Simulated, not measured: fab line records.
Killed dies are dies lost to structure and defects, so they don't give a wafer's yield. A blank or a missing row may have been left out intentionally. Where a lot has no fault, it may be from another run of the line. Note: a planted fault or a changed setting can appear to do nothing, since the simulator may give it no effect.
Which tool did it?    flow nandHarc    69 wafers from 23 lots sampled at 6 of the route's 1302 steps

## WHAT EACH GAUGE READ, for each wafer
The record holds no reading of a measuring or inspecting step that can be judged against a usual standard deviation.

## WHAT TOOL EACH LOT RAN ON (gives the tool, then ch and the chambers of the sampled wafers, and finally the start)
lot   NHARC_P_M1_PRE_CLEAN_30                 NHARC_P_M2_PVD_20                       NHARC_P_BONDPAD_ETCH_37            NHARC_P_BONDPAD_STRIP_15           NHARC_A_CHANNEL_HOLE_D1_ETCH_34               NHARC_A_CHANNEL_FILL_D1_STRIP_29
L074  pvdSputter-01, day 6 18:49 or earlier   pvdSputter-02, day 6 18:49 or earlier   rieDiel-04 ch 0,1,3, day 6 18:49   rieDiel-05 ch 0,3, day 6 19:07     rieDiel-08 ch 1,2,3, no start                 rieDiel-06 ch 0,2,3, no start
L075  pvdSputter-01, day 6 22:17 or earlier   pvdSputter-03, day 6 22:17 or earlier   rieDiel-04 ch 0,1,3, day 6 22:17   rieDiel-09 ch 1,2,3, day 6 22:35   rieDiel-02 ch 0,2,3, no start                 rieDiel-13 ch 1,2,3, no start
L076  pvdSputter-01, day 7 12:08 or earlier   pvdSputter-03, day 7 12:08 or earlier   rieDiel-04 ch 0,1,2, day 7 12:08   rieDiel-05 ch 1,2,3, day 7 12:26   rieDiel-10 ch 0,2,3, no start                 rieDiel-12 ch 0,2,3, no start
L077  pvdSputter-02, day 7 23:46 or earlier   pvdSputter-03, day 7 23:46 or earlier   rieDiel-04 ch 0,2, day 7 23:46     rieDiel-09 ch 0,2,3, day 8 00:03   rieDiel-10 ch 0,1, no start                   rieDiel-13 ch 0,2,3, no start
L078  pvdSputter-01, day 8 01:20 or earlier   pvdSputter-03, day 8 01:20 or earlier   rieDiel-05 ch 1,2,3, day 8 01:20   rieDiel-04 ch 0,1,3, day 8 01:37   rieDiel-10 ch 1,2,3, no start                 rieDiel-13 ch 2,3, no start
L079  pvdSputter-03, day 8 14:24 or earlier   pvdSputter-01, day 8 14:24 or earlier   rieDiel-05 ch 1,2,3, day 8 14:24   rieDiel-09 ch 0,1,2, day 8 14:42   rieDiel-10 ch 1,2,3, no start                 rieDiel-06 ch 0,1,3, no start
L080  pvdSputter-02, day 9 04:50 or earlier   pvdSputter-02, day 9 04:50 or earlier   rieDiel-04 ch 0,1,3, day 9 04:50   rieDiel-05 ch 1,2,3, day 9 05:08   rieDiel-02 ch 0,1,2, no start                 rieDiel-13 ch 0,1,3, no start
L081  pvdSputter-02, day 10 00:02 or earlier  pvdSputter-02, day 10 00:02 or earlier  rieDiel-05 ch 0,1,3, day 10 00:02  rieDiel-04 ch 0,1,2, day 10 00:20  rieDiel-10 ch 2,3, no start                   rieDiel-12 ch 2,3, no start
L082  pvdSputter-01, day 10 08:51 or earlier  pvdSputter-03, day 10 08:51 or earlier  rieDiel-04 ch 0,2, day 10 08:51    rieDiel-05 ch 0,1, day 10 09:11    rieDiel-10 ch 2,3, day 14 04:48 or earlier    rieDiel-13 ch 1,3, day 14 04:48
L083  pvdSputter-03, day 10 10:25 or earlier  pvdSputter-02, day 10 10:25 or earlier  rieDiel-09 ch 0,2,3, day 10 10:25  rieDiel-04 ch 1,2, day 10 10:43    rieDiel-10 ch 0,2,3, day 14 04:52 or earlier  rieDiel-13 ch 2,3, day 14 04:52
L084  pvdSputter-02, day 11 05:53 or earlier  pvdSputter-01, day 11 05:53 or earlier  rieDiel-05 ch 0,1,3, day 11 05:53  rieDiel-09 ch 0,2,3, day 11 06:12  rieDiel-02 ch 1,2, no start                   rieDiel-13 ch 0,2,3, no start
L086  pvdSputter-03, day 11 17:20 or earlier  pvdSputter-01, day 11 17:20 or earlier  rieDiel-05 ch 0,1,2, day 11 17:20  rieDiel-09 ch 0,3, day 11 17:38    rieDiel-10 ch 2,3, day 15 12:14 or earlier    rieDiel-06 ch 0,1, day 15 12:14
L087  pvdSputter-03, day 11 22:08 or earlier  pvdSputter-01, day 11 22:08 or earlier  rieDiel-09 ch 2,3, day 11 22:08    rieDiel-05 ch 1,3, day 11 22:25    rieDiel-10 ch 0,2, no start                   rieDiel-12 ch 0,1,2, no start
L088  pvdSputter-02, day 12 14:40 or earlier  pvdSputter-01, day 12 14:40 or earlier  rieDiel-05 ch 2,3, day 12 14:40    rieDiel-09 ch 1,3, day 12 14:58    rieDiel-10 ch 0,1,2, no start                 rieDiel-13 ch 0,1,2, no start
L089  pvdSputter-01, day 12 14:50 or earlier  pvdSputter-03, day 12 14:50 or earlier  rieDiel-04 ch 0,2,3, day 12 14:50  rieDiel-05 ch 1,2, day 12 15:08    rieDiel-08 ch 0,3, no start                   rieDiel-12 ch 0,1,3, no start
L090  pvdSputter-03, day 13 12:13 or earlier  pvdSputter-03, day 13 12:13 or earlier  rieDiel-05 ch 0,3, day 13 12:13    rieDiel-04 ch 0,1,2, day 13 12:33  rieDiel-10 ch 0,1,3, no start                 rieDiel-06 ch 1,2, no start
L091  pvdSputter-01, day 13 14:05 or earlier  pvdSputter-03, day 13 14:05 or earlier  rieDiel-05 ch 1,2, day 13 14:05    rieDiel-04 ch 1,2,3, day 13 14:25  rieDiel-02 ch 1,2, no start                   rieDiel-13 ch 0,1,3, no start
L092  pvdSputter-01, day 13 22:17 or earlier  pvdSputter-03, day 13 22:17 or earlier  rieDiel-04 ch 0,2,3, day 13 22:17  rieDiel-09 ch 0,1, day 13 22:37    rieDiel-10 ch 0,1,3, no start                 rieDiel-06 ch 0,3, no start
L093  pvdSputter-01, day 14 09:55 or earlier  pvdSputter-02, day 14 09:55 or earlier  rieDiel-05 ch 0,1, day 14 09:55    rieDiel-04 ch 0,2, day 14 10:14    rieDiel-10 ch 1,2, day 16 04:40               rieDiel-13 ch 0,3, no start
L094  pvdSputter-02, day 15 01:49 or earlier  pvdSputter-01, day 15 01:49 or earlier  rieDiel-04 ch 1,2,3, day 15 01:49  rieDiel-09 ch 1,2, day 15 02:08    rieDiel-10 ch 2,3, no start                   rieDiel-12 ch 0,1,2, no start
L095  pvdSputter-02, day 15 05:15 or earlier  pvdSputter-02, day 15 05:15 or earlier  rieDiel-04 ch 0,2,3, day 15 05:15  rieDiel-09 ch 0,1,2, day 15 05:37  rieDiel-10 ch 0,2,3, no start                 rieDiel-13 ch 2,3, no start
L096  pvdSputter-02, day 15 18:04 or earlier  pvdSputter-01, day 15 18:04 or earlier  rieDiel-05 ch 0,1,2, day 15 18:04  rieDiel-04 ch 0,2,3, day 15 18:23  rieDiel-10 ch 0,1,3, no start                 rieDiel-06 ch 1,2,3, no start
L097  pvdSputter-02, day 16 03:53 or earlier  pvdSputter-02, day 16 03:53 or earlier  rieDiel-05 ch 1,2, day 16 03:53    rieDiel-04 ch 0,2, day 16 04:11    rieDiel-10 ch 0,1, no start                   rieDiel-13 ch 2,3, no start
- NHARC_P_M1_PRE_CLEAN_30: time 30 s.
- NHARC_P_M2_PVD_20: deposits TaN, target thk 5 nm, time 8.06 s.
- NHARC_P_BONDPAD_ETCH_37: etches the open film in N2/H2, target depth 60 nm, overetch 18 nm, time 65.91 s.
- NHARC_P_BONDPAD_STRIP_15: strips in O2.
- NHARC_A_CHANNEL_HOLE_D1_ETCH_34: etches the open film in CF4/CHF3, target depth 154 nm, time 77 s.
- NHARC_A_CHANNEL_FILL_D1_STRIP_29: strips in O2, time 20 s.

## WHAT THE TOOLS THEMSELVES READ (means of the sampled wafers that have a number; where no wafer has one, the mark that the record gives instead)
NHARC_P_M1_PRE_CLEAN_30.
lot   tool           heaterPowerW (W)
L074  pvdSputter-01  419
L075  pvdSputter-01  385
L076  pvdSputter-01  412
L077  pvdSputter-02  445
L078  pvdSputter-01  386
L079  pvdSputter-03  406
L080  pvdSputter-02  390
L081  pvdSputter-02  390
L082  pvdSputter-01  400
L083  pvdSputter-03  395
L084  pvdSputter-02  422
L086  pvdSputter-03  360
L087  pvdSputter-03  374
L088  pvdSputter-02  448
L089  pvdSputter-01  432
L090  pvdSputter-03  412
L091  pvdSputter-01  379
L092  pvdSputter-01  414
L093  pvdSputter-01  393
L094  pvdSputter-02  469
L095  pvdSputter-02  476
L096  pvdSputter-02  430
L097  pvdSputter-02  394

NHARC_P_M2_PVD_20.
lot   tool           throttleValvePct (%)
L074  pvdSputter-02  30.9
L075  pvdSputter-03  28.9
L076  pvdSputter-03  29.6
L077  pvdSputter-03  29.4
L078  pvdSputter-03  29.7
L079  pvdSputter-01  30.4
L080  pvdSputter-02  30.7
L081  pvdSputter-02  30.5
L082  pvdSputter-03  29.6
L083  pvdSputter-02  30.8
L084  pvdSputter-01  30.0
L086  pvdSputter-01  30.0
L087  pvdSputter-01  29.7
L088  pvdSputter-01  29.8
L089  pvdSputter-03  29.9
L090  pvdSputter-03  29.5
L091  pvdSputter-03  29.3
L092  pvdSputter-03  29.5
L093  pvdSputter-02  31.1
L094  pvdSputter-01  30.2
L095  pvdSputter-02  30.1
L096  pvdSputter-01  29.9
L097  pvdSputter-02  30.2

NHARC_P_BONDPAD_ETCH_37.
lot   tool        drypumpMotorCurrentA (A)  oesProductAu (a.u.)  rfVppV (V)  showerheadPlenumPTorr (Torr)  throttleValvePct (%)
L074  rieDiel-04  5.9                       1.000                431.4       2.06                          14.170
L075  rieDiel-04  5.8                       1.003                431.2       2.06                          14.166
L076  rieDiel-04  5.7                       0.993                432.5       2.13                          14.160
L077  rieDiel-04  6.0                       0.995                434.5       2.18                          14.168
L078  rieDiel-05  6.0                       0.994                431.3       2.05                          14.169
L079  rieDiel-05  6.0                       1.003                431.4       2.05                          14.176
L080  rieDiel-04  5.8                       1.001                431.5       2.06                          14.169
L081  rieDiel-05  5.6                       0.996                432.5       2.08                          14.168
L082  rieDiel-04  5.7                       1.003                434.6       2.16                          14.170
L083  rieDiel-09  6.0                       1.001                433.2       2.14                          14.174
L084  rieDiel-05  5.6                       0.995                430.9       2.08                          14.170
L086  rieDiel-05  5.8                       0.994                430.5       2.02                          14.174
L087  rieDiel-09  6.2                       1.002                430.7       2.09                          14.184
L088  rieDiel-05  5.7                       0.995                430.7       2.02                          14.166
L089  rieDiel-04  6.1                       1.000                431.3       2.11                          14.171
L090  rieDiel-05  5.3                       1.005                431.4       2.05                          14.173
L091  rieDiel-05  6.1                       1.002                428.4       1.99                          14.175
L092  rieDiel-04  6.2                       0.999                431.5       2.11                          14.164
L093  rieDiel-05  5.4                       0.996                431.3       2.05                          14.169
L094  rieDiel-04  6.1                       1.000                431.5       2.08                          14.176
L095  rieDiel-04  6.2                       0.990                432.3       2.11                          14.161
L096  rieDiel-05  5.8                       0.995                429.8       2.02                          14.175
L097  rieDiel-05  6.3                       1.004                430.9       2.08                          14.177

NHARC_P_BONDPAD_STRIP_15.
lot   tool        drypumpMotorCurrentA (A)  oesProductAu (a.u.)  rfVppV (V)  showerheadPlenumPTorr (Torr)  throttleValvePct (%)
L074  rieDiel-05  5.1                       0.988                57.2        3.50                          17.028
L075  rieDiel-09  6.4                       0.996                58.3        3.56                          17.043
L076  rieDiel-05  6.0                       0.984                58.6        3.54                          17.036
L077  rieDiel-09  6.1                       1.005                57.8        3.68                          17.030
L078  rieDiel-04  5.8                       1.000                57.0        3.56                          17.039
L079  rieDiel-09  6.2                       0.996                57.7        3.58                          17.040
L080  rieDiel-05  6.0                       0.998                57.8        3.54                          17.032
L081  rieDiel-04  5.7                       0.996                58.3        3.68                          17.032
L082  rieDiel-05  5.4                       0.994                56.8        3.55                          17.040
L083  rieDiel-04  6.0                       1.002                56.9        3.71                          17.036
L084  rieDiel-09  6.0                       0.995                58.2        3.68                          17.036
L086  rieDiel-09  6.1                       1.001                57.9        3.74                          17.034
L087  rieDiel-05  6.2                       1.004                58.3        3.68                          17.041
L088  rieDiel-09  6.4                       0.998                56.7        3.61                          17.038
L089  rieDiel-05  6.1                       1.008                58.1        3.45                          17.028
L090  rieDiel-04  5.8                       1.002                57.9        3.68                          17.041
L091  rieDiel-04  6.1                       1.000                58.3        3.59                          17.042
L092  rieDiel-09  6.4                       1.001                57.2        3.53                          17.041
L093  rieDiel-04  5.8                       0.997                57.9        3.72                          17.037
L094  rieDiel-09  6.5                       0.996                58.1        3.45                          17.038
L095  rieDiel-09  6.2                       0.999                57.8        3.57                          17.038
L096  rieDiel-04  6.2                       1.001                57.5        3.63                          17.035
L097  rieDiel-04  6.0                       0.993                58.7        3.75                          17.045

NHARC_A_CHANNEL_HOLE_D1_ETCH_34.
lot   tool        chf3FlowSccm (sccm)  drypumpMotorCurrentA (A)  oesProductAu (a.u.)  rfVppV (V)  showerheadPlenumPTorr (Torr)  throttleValvePct (%)
L074  rieDiel-08  30.04                5.97                      0.921                371.4       1.61                          16.792
L075  rieDiel-02  29.97                6.10                      0.921                370.2       1.56                          16.803
L076  rieDiel-10  30.03                5.51                      0.932                372.0       1.61                          16.799
L077  rieDiel-10  30.03                5.67                      0.929                371.9       1.61                          16.796
L078  rieDiel-10  30.00                5.53                      0.927                370.9       1.59                          16.802
L079  rieDiel-10  29.92                5.51                      0.929                372.0       1.59                          16.800
L080  rieDiel-02  30.06                6.00                      0.972                372.6       1.62                          16.806
L081  rieDiel-10  30.04                5.47                      0.961                372.0       1.63                          16.810
L082  rieDiel-10  29.99                5.47                      0.967                372.6       1.63                          16.805
L083  rieDiel-10  29.99                5.50                      0.963                372.1       1.61                          16.806
L084  rieDiel-02  30.09                5.85                      0.940                373.5       1.66                          16.795
L086  rieDiel-10  30.04                5.42                      0.972                370.5       1.57                          16.801
L087  rieDiel-10  30.00                5.59                      0.928                373.2       1.65                          16.800
L088  rieDiel-10  30.01                5.63                      0.972                371.6       1.63                          16.802
L089  rieDiel-08  29.93                6.29                      0.927                370.8       1.59                          16.808
L090  rieDiel-10  30.07                5.57                      0.921                371.0       1.57                          16.802
L091  rieDiel-02  29.98                5.81                      0.954                373.1       1.66                          16.796
L092  rieDiel-10  30.05                5.56                      0.929                369.7       1.57                          16.800
L093  rieDiel-10  30.10                5.61                      0.935                372.1       1.64                          16.794
L094  rieDiel-10  29.95                5.47                      0.924                371.4       1.63                          16.804
L095  rieDiel-10  29.96                5.50                      0.925                371.9       1.61                          16.808
L096  rieDiel-10  30.08                5.57                      0.927                370.7       1.57                          16.804
L097  rieDiel-10  29.97                5.68                      0.926                370.3       1.59                          16.799

NHARC_A_CHANNEL_FILL_D1_STRIP_29.
lot   tool        drypumpMotorCurrentA (A)  oesProductAu (a.u.)  rfVppV (V)  showerheadPlenumPTorr (Torr)  throttleValvePct (%)
L074  rieDiel-06  5.6                       1.004                58.8        3.63                          17.042
L075  rieDiel-13  5.3                       1.008                59.1        3.69                          17.035
L076  rieDiel-12  5.7                       1.006                58.1        3.47                          17.041
L077  rieDiel-13  5.4                       0.994                57.7        3.61                          17.042
L078  rieDiel-13  5.1                       1.004                57.6        3.69                          17.043
L079  rieDiel-06  5.5                       0.997                57.7        3.49                          17.038
L080  rieDiel-13  5.8                       1.004                58.8        3.71                          17.035
L081  rieDiel-12  6.1                       1.005                57.8        3.54                          17.036
L082  rieDiel-13  5.7                       1.002                58.6        3.79                          17.045
L083  rieDiel-13  5.0                       1.002                58.3        3.69                          17.037
L084  rieDiel-13  5.3                       0.999                58.7        3.61                          17.037
L086  rieDiel-06  5.4                       0.997                58.5        3.62                          17.035
L087  rieDiel-12  5.4                       1.000                58.5        3.47                          17.037
L088  rieDiel-13  5.7                       1.000                58.3        3.60                          17.036
L089  rieDiel-12  5.6                       0.999                57.7        3.44                          17.038
L090  rieDiel-06  5.5                       1.002                58.2        3.64                          17.038
L091  rieDiel-13  5.8                       0.990                58.9        3.70                          17.033
L092  rieDiel-06  5.7                       1.004                58.6        3.49                          17.036
L093  rieDiel-13  5.4                       0.997                58.4        3.70                          17.036
L094  rieDiel-12  5.4                       1.011                57.7        3.47                          17.031
L095  rieDiel-13  5.0                       0.995                58.5        3.68                          17.043
L096  rieDiel-06  5.6                       1.007                58.3        3.49                          17.032
L097  rieDiel-13  5.0                       0.997                58.0        3.68                          17.030

## THE ANSWER, worked out from the rows above alone
Rule: the usual values come from the lots themselves. The widest of any qualifying gaps counts: lots, ordered by their means at a reading, are off when they make up no more than a third of the lots, leave a main group of 4 or more, and stand apart from it by 3 or more times the standard deviation of that group's means. Not used: any main group whose means are identical at the precision the tables above print for the reading. Also off: a lot with no number at a reading for which 4 or more lots have one. Any other lot the step has rows for is counted as sound. First the gauges in route order, then the tools' own readings, where a lot's mean is used as printed above. The first step at which some lot is off is used, and at that step the reading that is off furthest; a lot without a number counts as furthest.
No lot is off on any of the readings shown, so nothing can be concluded from this.

## WHAT THE SIMULATOR HAD INSERTED
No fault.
